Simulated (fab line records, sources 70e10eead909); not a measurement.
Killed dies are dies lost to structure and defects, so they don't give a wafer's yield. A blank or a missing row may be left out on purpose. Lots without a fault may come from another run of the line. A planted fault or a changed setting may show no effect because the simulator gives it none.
fab line records | flow nand_harc
record lots=11 wafers=33 last_day=32
route steps=1302 shown P_ZERO_WELL@14 END@1302
lots that met no fault: from a run of the same line without faults
start_h: hours from the record's first day to the start of the lot's first wafer shown | wait_h: hours since the lot's step before | " the same as in the row above | L1.1+2: a row that stands for several wafers | - no value, or no start given | * or withheld: withheld | < > ~ a bound
route shown NAME@n: a module of which the file shows steps, and the number in the route of the first | usual: mean/standard deviation of fault-free wafers | same: alike in all rows | chamber/n: place in a boat | sites: the reading at each site | _std_site: their standard deviation | _edge_site: outer sites' mean less inner sites' | radius_mm: how far each site lies from the wafer's centre | mask NAME#n: copy n | behind: the tool/chamber that last shaped the wafer | hold: why the lot was held/for how many hours/how that ended | device: the transistor (n, p or np) that didn't switch | end of line: the same wafers' tests at the end of the route | a step without rows: its recipe alone | killed: dies lost to structure and defects at the first sort, not the wafer's yield | map: a wafer's dies, x killed, . not, _ none there
set.NAME: the setting as run; set.NAME@STEP: as run at that earlier step | model.NAME: the simulator's own value behind a step, which no gauge read
steps of the route over a sample of lots; a table a step, a row a wafer
services: from which hour (start_h, from the record's first day; less than 0 if before it) a tool's chamber was out of use, for how many hours, and why
## steps
# step NHARC_P_ZERO_WELL_CD_MEAS_11
# recipe target_cd_nm=500 landing_energy_ev=500
# usual cd_nm=499.2/1.6
# columns lot.wafer tool chamber start_h wait_h cd_nm
L378.1 cd_sem-03 0 41.24 - 497.6
L378.4 " 0 " " 494.9
L378.5 " 0 " " 496.9
L379.2 cd_sem-01 0 51.13 - 499.8
L379.4 " 0 " " 498.5
L379.6 " 0 " " 498.0
L380.1 cd_sem-03 0 61.27 - 496.8
L380.2 " 0 " " 497.5
L380.3 " 0 " " 498.6
L382.1 cd_sem-03 0 81.24 - 498.9
L382.2 " 0 " " 501.5
L382.6 " 0 " " 497.1
L383.1 cd_sem-03 0 91.48 - 498.3
L383.3 " 0 " " 498.4
L383.5 " 0 " " 498.2
L385.1 cd_sem-02 0 111.15 - 500.5
L385.2 " 0 " " 501.0
L385.6 " 0 " " 498.9
L386.2 cd_sem-02 0 121.14 - 499.2
L386.3 " 0 " " 500.5
L386.6 " 0 " " 499.6
L387.1 cd_sem-03 0 131.11 - 496.9
L387.4 " 0 " " 499.5
L387.5 " 0 " " 499.2
L388.1 cd_sem-02 0 141.24 - 500.2
L388.2 " 0 " " 500.6
L388.5 " 0 " " 500.1
L392.1 cd_sem-03 0 181.24 - 501.7
L392.3 " 0 " " 501.1
L392.6 " 0 " " 501.7
L395.1 cd_sem-03 0 211.25 - 498.7
L395.3 " 0 " " 500.0
L395.4 " 0 " " 499.0
# step NHARC_P_ZERO_WELL_DESCUM_13
# recipe time_s=3 o2_flow_sccm=200 ar_flow_sccm=0 bias_power_w=0 chemistry=O2
# usual drypump_motor_current_A=5.8/0.41 oes_product_au=0.999/0.0075 rf_vpp_V=57.7/0.92 showerhead_plenum_p_Torr=1.88/0.095 throttle_valve_pct=11.310/0.0092
# columns lot.wafer tool chamber start_h wait_h drypump_motor_current_A oes_product_au rf_hours_counter_h rf_vpp_V showerhead_plenum_p_Torr throttle_valve_pct
L378.1 rie_diel-09 3 43.50 - 5.6 0.997 24 58.3 1.78 11.302
L378.4 " 1 " " 5.8 0.992 24 57.6 2.03 11.320
L378.5 " 3 " " 5.5 1.005 - 56.6 1.78 11.308
L379.2 rie_diel-09 1 51.28 - 5.9 1.000 25 57.2 2.03 11.308
L379.6 " 1 " " 5.9 0.994 - 57.9 2.03 11.301
L379.4 " 0 " " 5.9 0.980 - 56.1 1.80 11.320
L380.3 rie_diel-01 2 61.42 - 5.9 1.008 11 57.5 2.00 11.304
L380.2 " 0 " " 5.4 0.990 9 57.3 1.89 11.306
L380.1 " 1 " " 5.8 1.000 9 57.2 1.87 11.313
L382.1 rie_diel-04 3 81.65 - 5.5 1.012 22 58.2 1.91 11.314
L382.2 " 0 " " 5.7 0.991 22 59.6 2.07 11.318
L382.6 " 0 " " 5.7 0.996 - 58.6 2.07 11.287
L383.3 rie_diel-04 0 91.65 - 5.7 1.000 24 58.0 2.07 11.306
L383.1 " 2 " " 5.4 0.997 28 56.9 1.83 11.315
L383.5 " 0 " " 5.7 0.998 - 59.6 2.07 11.305
L385.2 rie_diel-01 0 111.69 - 5.3 0.996 28 56.3 1.88 11.303
L385.1 " 1 " " 5.8 0.993 25 57.3 1.86 11.316
L385.6 " 3 " " 6.8 0.997 - 57.1 1.79 11.309
L386.2 rie_diel-09 2 121.32 - 6.0 0.999 50 58.2 1.82 11.317
L386.3 " 3 " " 5.6 1.001 47 58.9 1.77 11.312
L386.6 " 2 " " 6.0 0.996 - 58.6 1.82 11.310
L387.4 rie_diel-01 1 131.28 - 5.8 1.002 34 57.2 1.86 11.311
L387.1 " 3 " " 6.8 0.999 37 57.0 1.79 11.312
L387.5 " 1 " " 5.8 0.997 - 56.8 1.86 11.329
L388.1 rie_diel-01 0 141.40 - 5.3 0.985 38 57.7 1.88 11.315
L388.2 " 3 " " 6.8 0.988 39 58.3 1.79 11.282
L388.5 " 0 " " 5.4 0.988 - 59.3 1.88 11.317
L392.1 rie_diel-01 2 181.44 - 5.9 0.994 54 59.1 1.99 11.290
L392.3 " 3 " " 6.8 0.995 53 54.9 1.78 11.330
L392.6 " 1 " " 5.8 0.989 - 58.2 1.85 11.297
L395.3 rie_diel-09 0 211.53 - 5.9 1.000 18 57.1 1.78 11.306
L395.4 " 2 " " 6.0 0.997 16 57.0 1.81 11.311
L395.1 " 3 " " 5.5 1.001 18 56.1 1.77 11.308
# step NHARC_P_ZERO_WELL_ETCH_65
# recipe target_depth_a=800 overetch_a=240 time_s=87.88 ion_energy_ev=200 n2_flow_sccm=150 h2_flow_sccm=150 ar_flow_sccm=0 rf_w=400 bias_w=150 chemistry=N2/H2
# usual bias_w=150.0/0.43 drypump_motor_current_A=5.8/0.44 oes_product_au=1.000/0.0071 rf_fwd_power_W=397.8/1.3 rf_vpp_V=429.4/3 showerhead_plenum_p_Torr=2.00/0.1 throttle_valve_pct=14.171/0.01
# columns lot.wafer tool chamber start_h wait_h bias_w drypump_motor_current_A oes_product_au rf_fwd_power_W rf_hours_counter_h rf_vpp_V showerhead_plenum_p_Torr throttle_valve_pct
L378.4 rie_diel-09 2 43.63 0.1 150.2 6.0 0.996 398.1 24 427.1 1.95 14.180
L378.1 " 1 " " 150.1 5.8 1.010 398.1 24 435.2 2.16 14.156
L378.5 " 2 " " 150.2 6.0 1.004 398.4 - 429.5 1.95 14.173
L379.2 rie_diel-09 1 51.40 0.1 149.1 5.9 1.005 396.2 25 435.4 2.16 14.168
L379.4 " 2 " " 150.3 6.0 1.002 398.3 - 426.7 1.94 14.172
L379.6 " 0 " " 149.8 5.8 0.993 396.5 - 427.5 1.91 14.173
L380.1 rie_diel-01 3 61.52 0.1 149.9 6.8 1.003 398.2 9 425.7 1.91 14.177
L380.3 " 0 " " 150.7 5.3 0.995 398.8 9 429.5 2.01 14.175
L380.2 " 1 " " 150.1 5.8 0.989 397.3 9 430.4 1.99 14.166
L382.1 rie_diel-04 0 82.04 0.4 149.5 5.7 0.989 398.2 22 435.1 2.21 14.152
L382.2 " 1 " " 150.5 5.0 0.994 396.7 25 426.8 1.92 14.151
L382.6 " 1 " " 150.0 5.0 1.004 396.5 - 427.9 1.92 14.161
L383.1 rie_diel-04 3 91.73 0.1 149.9 5.4 1.010 395.9 24 431.1 2.03 14.156
L383.3 " 0 " " 149.5 5.7 0.994 396.6 24 435.1 2.21 14.175
L383.5 " 2 " " 149.8 5.4 0.995 399.0 - 428.3 1.95 14.174
L385.1 rie_diel-01 2 111.84 0.1 150.3 5.8 1.002 396.7 28 433.2 2.13 14.169
L385.2 " 1 " " 150.9 5.8 0.991 397.3 25 429.7 1.98 14.186
L385.6 " 3 " " 150.3 6.8 1.003 397.1 - 425.0 1.91 14.178
L386.3 rie_diel-09 3 121.45 0.1 150.1 5.5 0.997 397.1 47 427.3 1.89 14.194
L386.2 " 0 " " 150.0 5.9 0.995 398.8 52 426.2 1.91 14.172
L386.6 " 3 " " 150.0 5.5 0.996 397.2 - 427.5 1.89 14.164
L387.4 rie_diel-01 3 131.36 0.1 150.0 6.8 1.005 398.6 37 426.5 1.90 14.192
L387.1 " 0 " " 150.1 5.4 0.999 399.9 36 430.8 2.00 14.154
L387.5 " 3 " " 149.9 6.8 1.009 398.0 - 427.3 1.90 14.176
L388.2 rie_diel-01 2 141.49 0.1 149.5 5.9 0.996 397.0 39 431.8 2.13 14.168
L388.1 " 3 " " 150.0 6.8 0.994 399.5 39 427.0 1.90 14.180
L388.5 " 1 " " 149.3 5.8 0.999 396.7 - 430.5 1.98 14.175
L392.3 rie_diel-01 1 181.53 0.1 150.3 5.8 0.997 399.6 53 430.1 1.98 14.166
L392.1 " 2 " " 149.7 5.8 1.006 398.2 54 432.7 2.12 14.183
L392.6 " 0 " " 150.1 5.3 0.995 398.4 - 428.3 2.00 14.178
L395.3 rie_diel-09 0 211.63 0.1 150.2 5.8 0.991 397.0 18 426.2 1.90 14.183
L395.4 " 1 " " 150.2 5.9 1.009 397.9 16 433.7 2.15 14.164
L395.1 " 2 " " 149.6 6.0 0.997 398.7 16 428.3 1.93 14.144
# step NHARC_P_ZERO_WELL_EXPOSE_21
# recipe na=0.6 target_cd_nm=720 dose_mj=22.31 mask_id=P_NWELL
# usual focus_offset_nm=0.0/0.56
# columns lot.wafer tool chamber start_h wait_h mask focus_offset_nm
L378.1 krf_scanner-04 0 44.58 - P_NWELL#0 -0.6
L378.4 " 0 " " P_NWELL#0 -0.4
L378.5 " 0 " " P_NWELL#0 -0.5
L379.2 krf_scanner-03 0 52.36 - P_NWELL#0 0.4
L379.4 " 0 " " P_NWELL#0 0.0
L379.6 " 0 " " P_NWELL#0 0.5
L380.1 krf_scanner-02 0 62.46 - P_NWELL#0 0.4
L380.2 " 0 " " P_NWELL#0 -0.4
L380.3 " 0 " " P_NWELL#0 0.2
L382.1 krf_scanner-02 0 82.89 - P_NWELL#0 0.1
L382.2 " 0 " " P_NWELL#0 0.1
L382.6 " 0 " " P_NWELL#0 0.4
L383.1 krf_scanner-02 0 92.55 - P_NWELL#0 0.1
L383.3 " 0 " " P_NWELL#0 -0.5
L383.5 " 0 " " P_NWELL#0 0.0
L385.1 krf_scanner-03 0 112.85 - P_NWELL#0 -1.2
L385.2 " 0 " " P_NWELL#0 -0.3
L385.6 " 0 " " P_NWELL#0 0.4
L386.2 krf_scanner-03 0 122.27 - P_NWELL#0 0.7
L386.3 " 0 " " P_NWELL#0 -0.3
L386.6 " 0 " " P_NWELL#0 0.2
L387.1 krf_scanner-03 0 132.18 - P_NWELL#0 -0.5
L387.4 " 0 " " P_NWELL#0 -1.0
L387.5 " 0 " " P_NWELL#0 -0.3
L388.1 krf_scanner-02 0 142.42 - P_NWELL#0 -0.3
L388.2 " 0 " " P_NWELL#0 -0.4
L388.5 " 0 " " P_NWELL#0 0.1
L392.1 krf_scanner-03 0 182.46 - P_HVPW#0 -0.1
L392.3 " 0 " " P_HVPW#0 -1.1
L392.6 " 0 " " P_HVPW#0 -0.1
L395.1 krf_scanner-03 0 212.62 - P_NWELL#0 0.8
L395.3 " 0 " " P_NWELL#0 -0.1
L395.4 " 0 " " P_NWELL#0 -0.1
# step NHARC_P_ZERO_WELL_CD_MEAS_24
# recipe target_cd_nm=720 landing_energy_ev=500
# usual cd_nm=720.4/1.4
# columns lot.wafer tool chamber start_h wait_h cd_nm
L378.1 cd_sem-01 0 44.73 - 719.4
L378.4 " 0 " " 719.6
L378.5 " 0 " " 719.4
L379.2 cd_sem-03 0 52.51 - 719.5
L379.4 " 0 " " 717.6
L379.6 " 0 " " 718.3
L380.1 cd_sem-01 0 62.63 - 721.8
L380.2 " 0 " " 721.8
L380.3 " 0 " " 722.8
L382.1 cd_sem-01 0 83.05 - 719.8
L382.2 " 0 " " 719.8
L382.6 " 0 " " 719.8
L383.1 cd_sem-01 0 92.71 - 717.8
L383.3 " 0 " " 716.9
L383.5 " 0 " " 717.8
L385.1 cd_sem-03 0 113.01 - 720.9
L385.2 " 0 " " 719.0
L385.6 " 0 " " 720.4
L386.2 cd_sem-03 0 122.43 - 722.2
L386.3 " 0 " " 721.5
L386.6 " 0 " " 720.9
L387.1 cd_sem-03 0 132.34 - 719.3
L387.4 " 0 " " 718.1
L387.5 " 0 " " 718.8
L388.1 cd_sem-02 0 142.58 - 721.9
L388.2 " 0 " " 721.2
L388.5 " 0 " " 721.8
L392.1 cd_sem-03 0 182.62 - -
L392.3 " 0 " " -
L392.6 " 0 " " -
L395.1 cd_sem-03 0 212.77 - 718.3
L395.3 " 0 " " 718.8
L395.4 " 0 " " 719.6
# step NHARC_END_SORT_01
# recipe temp_c=25
# usual killed_at_array=61/23 killed_at_other=1.3/1.4 killed_at_periphery=4.0/2.6 killed_dies=66/22 killed_open=3.4/1.8 killed_short=2.3/1.4
# same gross_dies=677
# columns lot.wafer tool chamber start_h wait_h hold killed_at_array killed_at_other killed_at_periphery killed_dies killed_open killed_short
L380.1 prober-01 0 596.89 2.5 - 63 1 5 69 6 3
L380.2 prober-01 0 597.70 2.8 - 56 0 4 60 2 3
L380.3 prober-01 0 598.51 3.1 - 48 1 5 54 0 3
L386.2 prober-02 0 668.43 2.8 - 21 1 2 24 0 0
L386.3 prober-02 0 669.24 3.1 - 24 4 4 32 1 5
L386.6 prober-02 0 671.66 4.0 - 17 2 1 20 2 2
L392.1 prober-01 0 732.72 2.5 await_dispo/2.5h/scrap 90 2 585 677 7 4
L392.3 prober-01 0 734.31 3.1 await_dispo/2.5h/scrap 84 3 590 677 4 1
L392.6 prober-01 0 736.69 4.0 await_dispo/2.5h/scrap 67 1 609 677 2 2
# killed by level:class
L380.1 A_CHANNEL_HOLE_D1:chamber_film_flake=38 A_CHANNEL_HOLE_D2:chamber_film_flake=10 A_CONTACT:chamber_film_flake=4 A_ONON_D2:geometric_particle:open=2 A_M1:chamber_film_flake=2 P_GATE:geometric_particle:open=1 P_CONTACT:geometric_particle:open=1 A_SOURCE_PLATE:geometric_particle:open=1
L380.2 A_CHANNEL_HOLE_D1:chamber_film_flake=29 A_CHANNEL_HOLE_D2:chamber_film_flake=11 A_M1:chamber_film_flake=4 A_WL_FILL:geometric_particle:short=2 P_STI:chamber_film_flake=2 A_CHANNEL_FILL_D1:chamber_film_flake=2 A_DECK1_JOINT:chamber_film_flake=2 A_CONTACT:chamber_film_flake=2
L380.3 A_CHANNEL_HOLE_D1:chamber_film_flake=33 A_CHANNEL_HOLE_D2:chamber_film_flake=9 P_STI:chamber_film_flake=3 A_M1:chamber_film_flake=2 P_GATE:geometric_particle:short=1 A_ONON_D1:geometric_particle:short=1 A_M1:geometric_particle:short=1 P_GATE:chamber_film_flake=1
L386.2 A_CHANNEL_HOLE_D1:chamber_film_flake=9 A_CONTACT:chamber_film_flake=6 A_STAIRCASE:chamber_film_flake=4 P_ZERO_WELL:chamber_film_flake=2 A_CHANNEL_HOLE_D2:chamber_film_flake=1 A_BLC:chamber_film_flake=1 THIN_TSV:chamber_film_flake=1
L386.3 A_CHANNEL_HOLE_D1:chamber_film_flake=7 A_CONTACT:chamber_film_flake=6 THIN_TSV:chamber_film_flake=4 A_STAIRCASE:chamber_film_flake=3 P_ZERO_WELL:chamber_film_flake=2 A_SLIT:chamber_film_flake=2 P_STI:geometric_particle:short=1 P_CONTACT:geometric_particle:open=1
L386.6 A_CHANNEL_HOLE_D1:chamber_film_flake=7 A_CONTACT:chamber_film_flake=3 A_STAIRCASE:chamber_film_flake=2 THIN_TSV:chamber_film_flake=2 P_GATE:geometric_particle:open=1 A_SOURCE_PLATE:geometric_particle:short=1 A_DECK1_JOINT:geometric_particle:open=1 A_CHANNEL_FILL_D2:geometric_particle:short=1
L392.1 P_ZERO_WELL:area_expose=577 A_SLIT:chamber_film_flake=36 A_CHANNEL_HOLE_D1:chamber_film_flake=35 A_DECK1_JOINT:chamber_film_flake=6 A_CONTACT:chamber_film_flake=4 P_STI:chamber_film_flake=3 A_CHANNEL_FILL_D1:geometric_particle:open=2 A_WL_FILL:geometric_particle:short=2
L392.3 P_ZERO_WELL:area_expose=584 A_CHANNEL_HOLE_D1:chamber_film_flake=39 A_SLIT:chamber_film_flake=29 A_CONTACT:chamber_film_flake=5 A_STAIRCASE:chamber_film_flake=3 THIN_TSV:chamber_film_flake=3 P_STI:chamber_film_flake=2 P_M1:chamber_film_flake=2
L392.6 P_ZERO_WELL:area_expose=606 A_SLIT:chamber_film_flake=30 A_CHANNEL_HOLE_D1:chamber_film_flake=22 A_CONTACT:chamber_film_flake=4 A_CHANNEL_FILL_D1:chamber_film_flake=3 A_STAIRCASE:chamber_film_flake=2 A_ONON_D1:geometric_particle:short=1 A_CHANNEL_HOLE_D2:geometric_particle:short=1
## services
# columns tool chamber start_h hours kind
rie_diel-01 - 26.93 9.0 pm
rie_diel-01 0 26.93 9.0 vent_cycle
rie_diel-01 1 26.93 9.0 vent_cycle
rie_diel-01 2 26.93 9.0 vent_cycle
rie_diel-01 3 26.93 13.4 vent_cycle
krf_scanner-04 - 31.56 0.5 repair
rie_diel-01 0 35.93 - clean
rie_diel-09 3 50.84 15.4 repair
krf_scanner-03 - 52.52 4.0 pm
krf_scanner-02 - 69.79 1.1 repair
rie_diel-09 1 72.86 4.9 repair
rie_diel-09 0 91.74 2.6 repair
rie_diel-04 0 92.97 6.0 repair
krf_scanner-02 - 94.00 4.0 pm
rie_diel-04 0 110.78 6.1 repair
rie_diel-04 1 124.06 3.2 repair
rie_diel-09 3 124.91 8.3 repair
rie_diel-09 - 143.12 9.0 pm
krf_scanner-02 - 171.52 0.9 repair
rie_diel-04 - 179.00 9.0 pm
krf_scanner-04 - 182.00 4.0 pm
rie_diel-01 - 186.97 0.3 repair
rie_diel-04 1 196.42 7.9 repair
rie_diel-01 - 203.93 9.0 pm
## key
first_sign step=NHARC_P_ZERO_WELL_EXPOSE_21 reading=mask direction=changed
effect step=NHARC_P_ZERO_WELL_CD_MEAS_24 reading=cd_nm direction=missing
effect step=NHARC_END_SORT_01 reading=killed_at_periphery direction=up sigmas=99+ usual=4.0 struck=594.7
more_kills_born_at NHARC_P_ZERO_WELL_EXPOSE_21@krf_scanner-03=1767
met_at NHARC_P_ZERO_WELL_EXPOSE_21
struck_lots L392
later_rows_left_out L392.1,L392.3,L392.6
tester_left_out L392
not_acting_at NHARC_P_ZERO_WELL_CD_MEAS_11,NHARC_P_ZERO_WELL_DESCUM_13,NHARC_P_ZERO_WELL_ETCH_65
onset_between 132.18 182.46
fault kind=wrong_mask tool=any chamber=- onset_h=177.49 steps=NHARC_P_ZERO_WELL_EXPOSE_21 aux_copy=P_HVPW#0 scope=struck_lots_only
# tester_left_out: of these lots the tester's yield and bins aren't shown, on N5 and GAA mostly nor the transistor test; their killed dies are dies lost to structure and defects alone, not to doping, threshold or leakage, so they don't give the yield
# later_rows_left_out: the simulator's readings of these wafers behind a module that went badly wrong aren't trusted and aren't shown, but for the sort
